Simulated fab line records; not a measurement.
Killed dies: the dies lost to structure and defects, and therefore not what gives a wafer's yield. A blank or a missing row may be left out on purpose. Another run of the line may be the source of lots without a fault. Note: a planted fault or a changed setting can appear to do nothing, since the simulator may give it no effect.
Chamber matching :: flow n5_finfet :: N5_BEOL_M4_ALD_98 on ald_sin-01: 4 sister chambers
The step deposits SiO2, target thk 2.5 nm, pulse time 1 s, co reactant pulse time 1 s. 8 wafers are shown with their chamber, then 10 later ones without.

== EACH WAFER AND ITS CHAMBER ==
wafer: L082.2
chamber: 0
heater_power_w (W): 71
precursor_pulse_height_rel: 1.010

wafer: L082.4
chamber: 2
heater_power_w (W): 83
precursor_pulse_height_rel: 0.983

wafer: L082.5
chamber: 2
heater_power_w (W): 81
precursor_pulse_height_rel: 0.998

wafer: L087.1
chamber: 1
heater_power_w (W): 65
precursor_pulse_height_rel: 0.993

wafer: L087.2
chamber: 3
heater_power_w (W): 77
precursor_pulse_height_rel: 1.025

wafer: L087.5
chamber: 1
heater_power_w (W): 64
precursor_pulse_height_rel: 1.008

wafer: L089.1
chamber: 0
heater_power_w (W): 72
precursor_pulse_height_rel: 0.995

wafer: L089.2
chamber: 3
heater_power_w (W): 76
precursor_pulse_height_rel: 0.998

== WAFERS WITH NO CHAMBER GIVEN ==
wafer: L089.3
heater_power_w (W): 66
precursor_pulse_height_rel: 0.994

wafer: L089.4
heater_power_w (W): 82
precursor_pulse_height_rel: 1.026

wafer: L089.5
heater_power_w (W): 72
precursor_pulse_height_rel: 1.023

wafer: L089.6
heater_power_w (W): 63
precursor_pulse_height_rel: 1.040

wafer: L094.1
heater_power_w (W): 74
precursor_pulse_height_rel: 0.978

wafer: L094.2
heater_power_w (W): 63
precursor_pulse_height_rel: 1.018

wafer: L094.3
heater_power_w (W): 80
precursor_pulse_height_rel: 1.020

wafer: L094.4
heater_power_w (W): 74
precursor_pulse_height_rel: 1.025

wafer: L094.5
heater_power_w (W): 75
precursor_pulse_height_rel: 0.982

wafer: L094.6
heater_power_w (W): 75
precursor_pulse_height_rel: 0.980

== EACH ONE'S CHAMBER ==
wafer: L089.3
from the rows above: 1
in truth: 1

wafer: L089.4
from the rows above: 2
in truth: 2

wafer: L089.5
from the rows above: 0
in truth: 0

wafer: L089.6
from the rows above: 1
in truth: 1

wafer: L094.1
from the rows above: can't be placed: 0 or 3
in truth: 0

wafer: L094.2
from the rows above: 1
in truth: 1

wafer: L094.3
from the rows above: can't be placed: 2 or 3
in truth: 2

wafer: L094.4
from the rows above: can't be placed: 3 or 0
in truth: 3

wafer: L094.5
from the rows above: can't be placed: 3 or 0
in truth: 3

wafer: L094.6
from the rows above: can't be placed: 3 or 0
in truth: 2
Correct placement for 5 of the 10. From these rows, 5 cannot be placed; in 4 the true chamber is one of the candidates. Placed wrongly: 0.
How it was worked out, from the rows above alone: a wafer's distance from a chamber is the root of the sum, over the readings, of the square of ((its reading less the chamber's mean) divided by the reading's scatter). If the next closest chamber is less than 2 further off than the closest, the wafer can't be placed; otherwise it belongs to the closest. For every chamber, the mean is computed from those of its wafers that are shown. The scatter: take each reading less its chamber's mean, square it, sum over the shown wafers, divide by the number of wafers less the number of chambers, and take the root.
